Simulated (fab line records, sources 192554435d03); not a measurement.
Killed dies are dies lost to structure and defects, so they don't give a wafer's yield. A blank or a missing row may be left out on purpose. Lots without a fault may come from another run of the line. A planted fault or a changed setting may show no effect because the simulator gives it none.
Chamber matching | flow n5_finfet | N5_ILD0_ALD_15 on ald_sin-01: 4 sister chambers
The step deposits SiNx, target thk 24 nm, pulse time 1 s, ald cycles 480. 7 wafers are shown with their chamber, then 6 later ones without.

WAFERS WITH THEIR CHAMBER
wafer  | chamber | heater_power_w (W) | precursor_pulse_height_rel
L924.4 | 3       | 896                | 1.023
L927.1 | 1       | 948                | 1.008
L927.3 | 2       | 831                | 0.980
L927.5 | 2       | 870                | 0.999
L929.3 | 1       | 961                | 1.017
L929.4 | 3       | 905                | 0.998
L929.5 | 0       | 757                | 0.991

WAFERS WITHOUT THEIR CHAMBER
wafer  | heater_power_w (W) | precursor_pulse_height_rel
L935.3 | 760                | 0.998
L935.5 | 952                | 1.007
L935.6 | 863                | 1.013
L936.1 | 919                | 1.015
L936.2 | 871                | 0.967
L936.6 | 950                | 0.979

WHICH CHAMBER EACH WENT THROUGH
wafer  | from the rows above     | in truth
L935.3 | 0                       | 0
L935.5 | 1                       | 1
L935.6 | can't be placed: 2 or 3 | 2
L936.1 | can't be placed: 3 or 1 | 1
L936.2 | can't be placed: 2 or 3 | 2
L936.6 | can't be placed: 1 or 3 | 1
Placed correctly: 2 of 6. Can't be placed from these rows: 4 (the true chamber is among the candidates in 4). Placed wrongly: 0.
How it was worked out, from the rows above alone: a wafer's distance from a chamber is the root of the sum, over the readings, of the square of ((its reading less the chamber's mean) divided by the reading's scatter). The wafer belongs to the nearest chamber; if the next one is less than 2 further off, it can't be placed. A chamber's mean is the mean of its shown wafers. The scatter: the root of (the sum of the squares of (reading less its chamber's mean) over the shown wafers, divided by (wafers less chambers)).
